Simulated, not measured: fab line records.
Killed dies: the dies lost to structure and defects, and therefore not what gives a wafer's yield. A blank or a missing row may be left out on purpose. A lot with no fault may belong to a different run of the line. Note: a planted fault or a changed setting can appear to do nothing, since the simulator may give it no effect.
Split-lot experiment || flow n5_finfet || on a route of 1938 steps: 7 lots, 39 wafers read

THE SPLIT ITSELF
At N5_MIM_BOT_SPUTTER_00 (material TiN, target thk 35 nm, time 89.7 s), the setting time_s was moved away from the recipe's 89.7 s on 18 of the 39 wafers read, by -45.9% to +47.3%. For the rest of the wafers, this setting stayed at what the recipe calls for.

The split's own step is where the reading is taken.

THE READING
TiN_of_MIM_BOT_SPUTTER_00.thk_nm (the simulator's own value, which no gauge read), in nm, at N5_MIM_BOT_SPUTTER_00 (material TiN, target thk 35 nm, time 89.7 s). There is no usual value for it anywhere in the file. The 21 wafers here that ran the recipe average 35.1 nm, standard deviation 0.37 nm.

{"wafer": "L075.1", "tool, chamber at the split": "pvd_sputter-02, -", "time_s as run, s": 89.7, "against the recipe": "recipe", "TiN_of_MIM_BOT_SPUTTER_00.thk_nm, nm": 35.2, "against lot-mates on the recipe": "-"}
{"wafer": "L075.4", "tool, chamber at the split": "pvd_sputter-02, -", "time_s as run, s": 89.7, "against the recipe": "recipe", "TiN_of_MIM_BOT_SPUTTER_00.thk_nm, nm": 34.8, "against lot-mates on the recipe": "-"}
{"wafer": "L075.5", "tool, chamber at the split": "pvd_sputter-02, -", "time_s as run, s": 89.7, "against the recipe": "recipe", "TiN_of_MIM_BOT_SPUTTER_00.thk_nm, nm": 35, "against lot-mates on the recipe": "-"}
{"wafer": "L078.1", "tool, chamber at the split": "pvd_sputter-02, -", "time_s as run, s": 89.7, "against the recipe": "recipe", "TiN_of_MIM_BOT_SPUTTER_00.thk_nm, nm": 34.4, "against lot-mates on the recipe": "-"}
{"wafer": "L078.2", "tool, chamber at the split": "pvd_sputter-02, -", "time_s as run, s": 89.7, "against the recipe": "recipe", "TiN_of_MIM_BOT_SPUTTER_00.thk_nm, nm": 35, "against lot-mates on the recipe": "-"}
{"wafer": "L078.3", "tool, chamber at the split": "pvd_sputter-02, -", "time_s as run, s": 132.1, "against the recipe": "+47.3%", "TiN_of_MIM_BOT_SPUTTER_00.thk_nm, nm": 51.4, "against lot-mates on the recipe": "+16.4"}
{"wafer": "L078.5", "tool, chamber at the split": "pvd_sputter-02, -", "time_s as run, s": 132.1, "against the recipe": "+47.3%", "TiN_of_MIM_BOT_SPUTTER_00.thk_nm, nm": 51.4, "against lot-mates on the recipe": "+16.4"}
{"wafer": "L078.4", "tool, chamber at the split": "pvd_sputter-02, -", "time_s as run, s": 89.7, "against the recipe": "recipe", "TiN_of_MIM_BOT_SPUTTER_00.thk_nm, nm": 35.6, "against lot-mates on the recipe": "-"}
{"wafer": "L078.6", "tool, chamber at the split": "pvd_sputter-02, -", "time_s as run, s": 132.1, "against the recipe": "+47.3%", "TiN_of_MIM_BOT_SPUTTER_00.thk_nm, nm": 52, "against lot-mates on the recipe": "+17.0"}
{"wafer": "L082.1", "tool, chamber at the split": "pvd_sputter-03, -", "time_s as run, s": 89.7, "against the recipe": "recipe", "TiN_of_MIM_BOT_SPUTTER_00.thk_nm, nm": 34.8, "against lot-mates on the recipe": "-"}
{"wafer": "L082.2", "tool, chamber at the split": "pvd_sputter-03, -", "time_s as run, s": 62.59, "against the recipe": "-30.2%", "TiN_of_MIM_BOT_SPUTTER_00.thk_nm, nm": 25, "against lot-mates on the recipe": -10.3}
{"wafer": "L082.3", "tool, chamber at the split": "pvd_sputter-03, -", "time_s as run, s": 62.59, "against the recipe": "-30.2%", "TiN_of_MIM_BOT_SPUTTER_00.thk_nm, nm": 25.4, "against lot-mates on the recipe": -9.9}
{"wafer": "L082.4", "tool, chamber at the split": "pvd_sputter-03, -", "time_s as run, s": 62.59, "against the recipe": "-30.2%", "TiN_of_MIM_BOT_SPUTTER_00.thk_nm, nm": 25.6, "against lot-mates on the recipe": -9.7}
{"wafer": "L082.5", "tool, chamber at the split": "pvd_sputter-03, -", "time_s as run, s": 89.7, "against the recipe": "recipe", "TiN_of_MIM_BOT_SPUTTER_00.thk_nm, nm": 35.2, "against lot-mates on the recipe": "-"}
{"wafer": "L082.6", "tool, chamber at the split": "pvd_sputter-03, -", "time_s as run, s": 89.7, "against the recipe": "recipe", "TiN_of_MIM_BOT_SPUTTER_00.thk_nm, nm": 35.8, "against lot-mates on the recipe": "-"}
{"wafer": "L087.1", "tool, chamber at the split": "pvd_sputter-03, -", "time_s as run, s": 89.7, "against the recipe": "recipe", "TiN_of_MIM_BOT_SPUTTER_00.thk_nm, nm": 34.8, "against lot-mates on the recipe": "-"}
{"wafer": "L087.2", "tool, chamber at the split": "pvd_sputter-03, -", "time_s as run, s": 89.7, "against the recipe": "recipe", "TiN_of_MIM_BOT_SPUTTER_00.thk_nm, nm": 35.6, "against lot-mates on the recipe": "-"}
{"wafer": "L087.3", "tool, chamber at the split": "pvd_sputter-03, -", "time_s as run, s": 48.5, "against the recipe": "-45.9%", "TiN_of_MIM_BOT_SPUTTER_00.thk_nm, nm": 19.4, "against lot-mates on the recipe": -15.9}
{"wafer": "L087.4", "tool, chamber at the split": "pvd_sputter-03, -", "time_s as run, s": 89.7, "against the recipe": "recipe", "TiN_of_MIM_BOT_SPUTTER_00.thk_nm, nm": 35.4, "against lot-mates on the recipe": "-"}
{"wafer": "L087.5", "tool, chamber at the split": "pvd_sputter-03, -", "time_s as run, s": 48.5, "against the recipe": "-45.9%", "TiN_of_MIM_BOT_SPUTTER_00.thk_nm, nm": 19.2, "against lot-mates on the recipe": -16.1}
{"wafer": "L087.6", "tool, chamber at the split": "pvd_sputter-03, -", "time_s as run, s": 48.5, "against the recipe": "-45.9%", "TiN_of_MIM_BOT_SPUTTER_00.thk_nm, nm": 19.2, "against lot-mates on the recipe": -16.1}
{"wafer": "L088.1", "tool, chamber at the split": "pvd_sputter-02, -", "time_s as run, s": 110.4, "against the recipe": "+23.1%", "TiN_of_MIM_BOT_SPUTTER_00.thk_nm, nm": 42.6, "against lot-mates on the recipe": "+7.6"}
{"wafer": "L088.2", "tool, chamber at the split": "pvd_sputter-02, -", "time_s as run, s": 89.7, "against the recipe": "recipe", "TiN_of_MIM_BOT_SPUTTER_00.thk_nm, nm": 35.2, "against lot-mates on the recipe": "-"}
{"wafer": "L088.3", "tool, chamber at the split": "pvd_sputter-02, -", "time_s as run, s": 89.7, "against the recipe": "recipe", "TiN_of_MIM_BOT_SPUTTER_00.thk_nm, nm": 34.8, "against lot-mates on the recipe": "-"}
{"wafer": "L088.4", "tool, chamber at the split": "pvd_sputter-02, -", "time_s as run, s": 110.4, "against the recipe": "+23.1%", "TiN_of_MIM_BOT_SPUTTER_00.thk_nm, nm": 43.2, "against lot-mates on the recipe": "+8.2"}
{"wafer": "L088.5", "tool, chamber at the split": "pvd_sputter-02, -", "time_s as run, s": 110.4, "against the recipe": "+23.1%", "TiN_of_MIM_BOT_SPUTTER_00.thk_nm, nm": 42.8, "against lot-mates on the recipe": "+7.8"}
{"wafer": "L088.6", "tool, chamber at the split": "pvd_sputter-02, -", "time_s as run, s": 89.7, "against the recipe": "recipe", "TiN_of_MIM_BOT_SPUTTER_00.thk_nm, nm": 35, "against lot-mates on the recipe": "-"}
{"wafer": "L097.1", "tool, chamber at the split": "pvd_sputter-03, -", "time_s as run, s": 109.1, "against the recipe": "+21.6%", "TiN_of_MIM_BOT_SPUTTER_00.thk_nm, nm": 43.2, "against lot-mates on the recipe": "+7.9"}
{"wafer": "L097.2", "tool, chamber at the split": "pvd_sputter-03, -", "time_s as run, s": 89.7, "against the recipe": "recipe", "TiN_of_MIM_BOT_SPUTTER_00.thk_nm, nm": 35.6, "against lot-mates on the recipe": "-"}
{"wafer": "L097.3", "tool, chamber at the split": "pvd_sputter-03, -", "time_s as run, s": 109.1, "against the recipe": "+21.6%", "TiN_of_MIM_BOT_SPUTTER_00.thk_nm, nm": 43, "against lot-mates on the recipe": "+7.7"}
{"wafer": "L097.4", "tool, chamber at the split": "pvd_sputter-03, -", "time_s as run, s": 89.7, "against the recipe": "recipe", "TiN_of_MIM_BOT_SPUTTER_00.thk_nm, nm": 35, "against lot-mates on the recipe": "-"}
{"wafer": "L097.5", "tool, chamber at the split": "pvd_sputter-03, -", "time_s as run, s": 89.7, "against the recipe": "recipe", "TiN_of_MIM_BOT_SPUTTER_00.thk_nm, nm": 35.2, "against lot-mates on the recipe": "-"}
{"wafer": "L097.6", "tool, chamber at the split": "pvd_sputter-03, -", "time_s as run, s": 109.1, "against the recipe": "+21.6%", "TiN_of_MIM_BOT_SPUTTER_00.thk_nm, nm": 42.8, "against lot-mates on the recipe": "+7.5"}
{"wafer": "L095.1", "tool, chamber at the split": "pvd_sputter-02, -", "time_s as run, s": 89.7, "against the recipe": "recipe", "TiN_of_MIM_BOT_SPUTTER_00.thk_nm, nm": 34.6, "against lot-mates on the recipe": "-"}
{"wafer": "L095.6", "tool, chamber at the split": "pvd_sputter-02, -", "time_s as run, s": 89.7, "against the recipe": "recipe", "TiN_of_MIM_BOT_SPUTTER_00.thk_nm, nm": 34.6, "against lot-mates on the recipe": "-"}
{"wafer": "L095.2", "tool, chamber at the split": "pvd_sputter-02, -", "time_s as run, s": 89.7, "against the recipe": "recipe", "TiN_of_MIM_BOT_SPUTTER_00.thk_nm, nm": 34.8, "against lot-mates on the recipe": "-"}
{"wafer": "L095.3", "tool, chamber at the split": "pvd_sputter-02, -", "time_s as run, s": 71.07, "against the recipe": "-20.8%", "TiN_of_MIM_BOT_SPUTTER_00.thk_nm, nm": 27.2, "against lot-mates on the recipe": -7.5}
{"wafer": "L095.4", "tool, chamber at the split": "pvd_sputter-02, -", "time_s as run, s": 71.07, "against the recipe": "-20.8%", "TiN_of_MIM_BOT_SPUTTER_00.thk_nm, nm": 27.4, "against lot-mates on the recipe": -7.3}
{"wafer": "L095.5", "tool, chamber at the split": "pvd_sputter-02, -", "time_s as run, s": 71.07, "against the recipe": "-20.8%", "TiN_of_MIM_BOT_SPUTTER_00.thk_nm, nm": 27.6, "against lot-mates on the recipe": -7.1}

THE FIT
A straight line over all 39 wafers: TiN_of_MIM_BOT_SPUTTER_00.thk_nm changes by +0.346 nm for each +1% of time_s; r = +1.00; the points scatter about the line by 0.42 nm.
The same after taking each lot's own level away (the mean of its wafers on the recipe; 39 wafers): +0.347 nm for each +1%; r = +1.00; scatter 0.32 nm.
Per that fit: largest time_s move, reading shift of 16 nm.
Across the lots, their own levels run from 34.67 to 35.27 nm, a range of 1.6 times the standard deviation given above.
Consequently the slope shifts little with the lot-to-lot level, the two slopes agreeing.
Check: for one of the wafers moved furthest among these (+47.3%), held out of the fit, the line's prediction against its lot-mates is +16.5 nm. Against them it came out at +16.4 nm.

ADDITIONAL SPLITS CARRIED BY THESE WAFERS
These wafers also went through other splits before the reading. Each is held against what the fit with the lots' levels taken away leaves over:
{"other split on the same wafers": "N5_BEOL_M0_SAQP_PECVD_04 time_s", "wafers away from the commonest value": 9, "r with TiN_of_MIM_BOT_SPUTTER_00.thk_nm (lot level and that fit taken away)": -0.22}
{"other split on the same wafers": "N5_BEOL_M3_ILD_DEP_00 target_thk_a", "wafers away from the commonest value": 15, "r with TiN_of_MIM_BOT_SPUTTER_00.thk_nm (lot level and that fit taken away)": "+0.09"}
{"other split on the same wafers": "N5_BEOL_M6_PECVD_70 time_s", "wafers away from the commonest value": 15, "r with TiN_of_MIM_BOT_SPUTTER_00.thk_nm (lot level and that fit taken away)": -0.09}
{"other split on the same wafers": "N5_BEOL_M8_DEP_56 time_s", "wafers away from the commonest value": 12, "r with TiN_of_MIM_BOT_SPUTTER_00.thk_nm (lot level and that fit taken away)": -0.36}
{"other split on the same wafers": "N5_BEOL_M9_CVD_78 target_thk_a", "wafers away from the commonest value": 18, "r with TiN_of_MIM_BOT_SPUTTER_00.thk_nm (lot level and that fit taken away)": "+0.16"}

THE FILE'S OWN FIT
TiN_of_MIM_BOT_SPUTTER_00.thk_nm changes by +0.347 nm for each +1% of time_s, r = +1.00.
